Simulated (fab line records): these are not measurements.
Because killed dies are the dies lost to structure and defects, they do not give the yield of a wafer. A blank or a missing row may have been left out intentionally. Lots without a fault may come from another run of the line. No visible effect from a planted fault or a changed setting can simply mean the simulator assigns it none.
A struck lot beside a sound one ; flow nand-harc ; 11 out of 1159 route steps
Sound: these wafers, L323.1, L323.2, L323.5. The struck wafers were L338.1, L338.2, L338.3. At the end, the cause is stated.
Per side, at each step with rows, come the tool, then ch with its chambers, and then its first start. Under that, the readings that differ: sound wafers ; struck wafers ; difference of the means ; sigmas: that difference in standard deviations of wafers without a fault.
alike: readings whose means differ by less than 2 such deviations, and words and numbers that are the same on both sides. not compared: withheld readings, readings that some wafer has no value for, bounds like >300 that may hide the same value, and numbers for which the record gives no deviation and whose values overlap.
Wherever a step has rows on one side only, a row that says differs or no value, or a row with sigmas, the two part there. Numbers that have no deviation but don't overlap get no sigmas and don't part them. Lack of a reading on every wafer of one side parts them only where that side has two or more wafers.

NHARC_A_STAIRCASE_DEP_322: deposits SiO2, target thk 3800 nm.
  sound on pecvd-01 ch 0,1, day 12 13:37; struck on pecvd-01 ch 1,2, day 17 07:23
reading;sound;struck;difference;sigmas
heater-power-w (W);703 607 587;903 750 733;+163;+2
  alike: rf-fwd-power-W
then, 1 step without rows for these wafers: NHARC_A_STAIRCASE_ANNEAL_323 (time 1800 s).
NHARC_A_STAIRCASE_DEP_325: deposits SiO2, target thk 3800 nm.
  sound on pecvd-03 ch 0,1,2, day 12 23:35; struck on pecvd-01 ch 0,1,2, day 17 16:13
  alike: heater-power-w, rf-fwd-power-W
then, 6 steps without rows for these wafers: NHARC_A_STAIRCASE_ANNEAL_326 (time 1800 s); NHARC_A_STAIRCASE_DEHYDRATE_433 (time 120 s); NHARC_A_STAIRCASE_HMDS_434 (time 30 s); NHARC_A_STAIRCASE_COAT_435; NHARC_A_STAIRCASE_SOFTBAKE_436 (time 170 s); NHARC_A_STAIRCASE_EBR_437.
NHARC_A_STAIRCASE_EXPOSE_438: exposes mask STAIR REV.
  sound on krf-scanner-02 ch 0, day 13 08:38; struck on krf-scanner-02 ch 0, day 18 01:43
reading;sound;struck;difference;sigmas
model.A_STAIRCASE.overlay-x-nm (nm);-3.18 -3.18 -3.18;81.7 81.7 81.7;+84.9;
  alike: mask, reticle-temp-C
then, 1 step without rows for these wafers: NHARC_A_STAIRCASE_PEB_439 (peb time 130 s).

== WHERE THEY PART ==
Within this record, at NHARC_A_STAIRCASE_DEP_322 only. Later steps at which nothing parts them and some readings are alike: NHARC_A_STAIRCASE_DEP_325, NHARC_A_STAIRCASE_EXPOSE_438.

WHY: what had been put in by the simulator
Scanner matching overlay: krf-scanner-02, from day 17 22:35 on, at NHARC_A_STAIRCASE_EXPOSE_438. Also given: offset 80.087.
